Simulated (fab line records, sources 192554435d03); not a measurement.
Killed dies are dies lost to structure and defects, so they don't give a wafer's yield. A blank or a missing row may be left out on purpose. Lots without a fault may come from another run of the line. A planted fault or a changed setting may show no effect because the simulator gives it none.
Chamber matching | flow n5_finfet | N5_BEOL_M5_CO_CAP_78 on cvd_co-02: 3 sister chambers
The step material Co, precursor CCTBA/H2, target thk 2 nm, time 102.1 s. 6 wafers are shown with their chamber, then 7 later ones without.

WAFERS WITH THEIR CHAMBER
wafer  | chamber | heater_power_w (W) | run_length_s (s)
L723.4 | 1       | 215                | 126.1
L725.1 | 2       | 194                | 124.1
L725.3 | 0       | 261                | 125.0
L725.5 | 1       | 223                | 125.5
L728.2 | 0       | 266                | 124.9
L728.4 | 2       | 191                | 123.9

WAFERS WITHOUT THEIR CHAMBER
wafer  | heater_power_w (W) | run_length_s (s)
L728.6 | 227                | 125.2
L740.2 | 226                | 125.6
L740.5 | 268                | 125.1
L740.6 | 225                | 125.4
L741.1 | 196                | 123.9
L741.2 | 259                | 125.9
L741.5 | 221                | 125.6

WHICH CHAMBER EACH WENT THROUGH
wafer  | from the rows above | in truth
L728.6 | 1                   | 1
L740.2 | 1                   | 1
L740.5 | 0                   | 0
L740.6 | 1                   | 1
L741.1 | 2                   | 2
L741.2 | 0                   | 0
L741.5 | 1                   | 1
Placed correctly: 7 of 7. Can't be placed from these rows: 0. Placed wrongly: 0.
How it was worked out, from the rows above alone: a wafer's distance from a chamber is the root of the sum, over the readings, of the square of ((its reading less the chamber's mean) divided by the reading's scatter). The wafer belongs to the nearest chamber; if the next one is less than 2 further off, it can't be placed. A chamber's mean is the mean of its shown wafers. The scatter: the root of (the sum of the squares of (reading less its chamber's mean) over the shown wafers, divided by (wafers less chambers)).
